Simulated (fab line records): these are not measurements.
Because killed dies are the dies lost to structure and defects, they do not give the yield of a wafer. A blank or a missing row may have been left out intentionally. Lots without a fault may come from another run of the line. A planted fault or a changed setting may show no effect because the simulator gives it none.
Which tool is to blame? -- flow nand-harc -- 33 wafers from 11 lots sampled at 6 of the route's 1302 steps

## WHAT THE GAUGES READ, wafer by wafer
NHARC_END_SORT_01.
lot,measured,on,killed-at-array
L253,day 30 22:01,prober-01,669 673 667
L252,day 31 04:50,prober-02,673 675 675
L254,day 31 20:28,prober-01,106

## EACH LOT AND THE TOOL THAT RAN IT (in order: tool; ch and the chambers of the sampled wafers; start)
lot,NHARC_A_CHANNEL_HOLE_D1_ETCH_24,NHARC_A_CHANNEL_HOLE_D1_ETCH_25,NHARC_A_CHANNEL_FILL_D1_CVD_09,NHARC_A_CHANNEL_FILL_D1_CMP_10,NHARC_A_DECK1_JOINT_ETCHBACK_07
L237,"har-etch-01 ch 0,1, day 8 08:35","har-etch-01 ch 0,1, day 8 09:22","lpcvd-poly-03 ch 0, day 10 12:11","cmp-04 ch 2,3, day 10 15:24","rie-si-04 ch 1,2,3, day 10 15:53"
L238,"har-etch-01 ch 0,1, day 9 05:58","har-etch-01 ch 0,1, day 9 06:44","lpcvd-poly-04 ch 0, day 11 08:00","cmp-02 ch 0,1,3, day 11 11:13","rie-si-05 ch 0,1,3, day 11 11:41"
L240,"har-etch-02 ch 0,1, day 9 21:38","har-etch-02 ch 0,1, day 9 22:25","lpcvd-poly-04 ch 0, day 12 00:17","cmp-02 ch 1,2,3, day 12 03:29","rie-si-05 ch 1,2, day 12 03:55"
L241,"har-etch-01 ch 0,1, day 10 05:32","har-etch-01 ch 0,1, day 10 06:19","lpcvd-poly-02 ch 0, day 12 06:44","cmp-02 ch 0,2,3, day 12 09:55","rie-si-04 ch 0,1,3, day 12 10:23"
L253,"har-etch-01 ch 0,1, day 15 09:05","har-etch-01 ch 0,1, day 15 09:52","lpcvd-poly-04, day 17 10:02","cmp-01 ch 1,2, day 17 13:14",-
L252,"har-etch-02 ch 0,1, day 15 10:56","har-etch-02 ch 0,1, day 15 11:43","lpcvd-poly-04, day 17 10:02","cmp-02 ch 0,3, day 17 13:16",-
L254,"har-etch-02 ch 0,1, day 15 23:06","har-etch-02 ch 0,1, day 15 23:52","lpcvd-poly-04 ch 0, day 18 03:50","cmp-01 ch 1,2,3, day 18 07:02","rie-si-03 ch 1,2, day 18 07:28"
L256,"har-etch-01 ch 0,1, day 16 22:43","har-etch-01 ch 0,1, day 16 23:32","lpcvd-poly-04 ch 0, day 19 03:17","cmp-04 ch 0,3, day 19 06:28","rie-si-05 ch 0,1,3, day 19 06:56"
L257,"har-etch-01 ch 0,1, day 17 02:46","har-etch-01 ch 0,1, day 17 03:32","lpcvd-poly-04 ch 0, day 19 03:17","cmp-02 ch 1,2,3, day 19 06:31","rie-si-03 ch 0,1,3, day 19 06:58"
L258,"har-etch-02 ch 0,1, day 17 15:03","har-etch-02 ch 0,1, day 17 15:49","lpcvd-poly-02 ch 0, day 19 16:05","cmp-01 ch 0,1,3, day 19 19:14","rie-si-05 ch 1,2,3, day 19 19:43"
L260,"har-etch-01 ch 0,1, day 18 04:16","har-etch-01 ch 0,1, day 18 05:03","lpcvd-poly-03 ch 0, day 20 04:11","cmp-04 ch 0,1,3, day 20 07:25","rie-si-03 ch 0,2, day 20 07:53"
- NHARC_A_CHANNEL_HOLE_D1_ETCH_24: etches the open film in C4F8/O2/Ar, time 906.2 s, target depth 1500 nm.
- NHARC_A_CHANNEL_HOLE_D1_ETCH_25: etches the open film in C4F8/O2/Ar, time 1040.2 s, target depth 1500 nm.
- NHARC_A_CHANNEL_FILL_D1_CVD_09: deposits poly-Si, target thk 150 nm, time 3000 s.
- NHARC_A_CHANNEL_FILL_D1_CMP_10: polishes, target thk 150 nm.
- NHARC_A_DECK1_JOINT_ETCHBACK_07: etches the open film in HBr, target depth 105 nm, time 26.9 s.

## THE ANSWER, worked out from the rows above alone
Rule: usual is defined by the lots themselves. The widest of any qualifying gaps counts: lots, ordered by their means at a reading, are off when they make up no more than a third of the lots, leave a main group of 4 or more, and stand apart from it by 3 or more times the standard deviation of that group's means. A main group is skipped when, at the precision printed for the reading in the tables above, its means are all equal. A lot without any number at a reading at which 4 lots or more have one is off too. Any other lot the step has rows for is counted as sound.
None of the lots is off at any reading shown; this tells nothing.

## WHAT THE SIMULATOR HAD PUT IN
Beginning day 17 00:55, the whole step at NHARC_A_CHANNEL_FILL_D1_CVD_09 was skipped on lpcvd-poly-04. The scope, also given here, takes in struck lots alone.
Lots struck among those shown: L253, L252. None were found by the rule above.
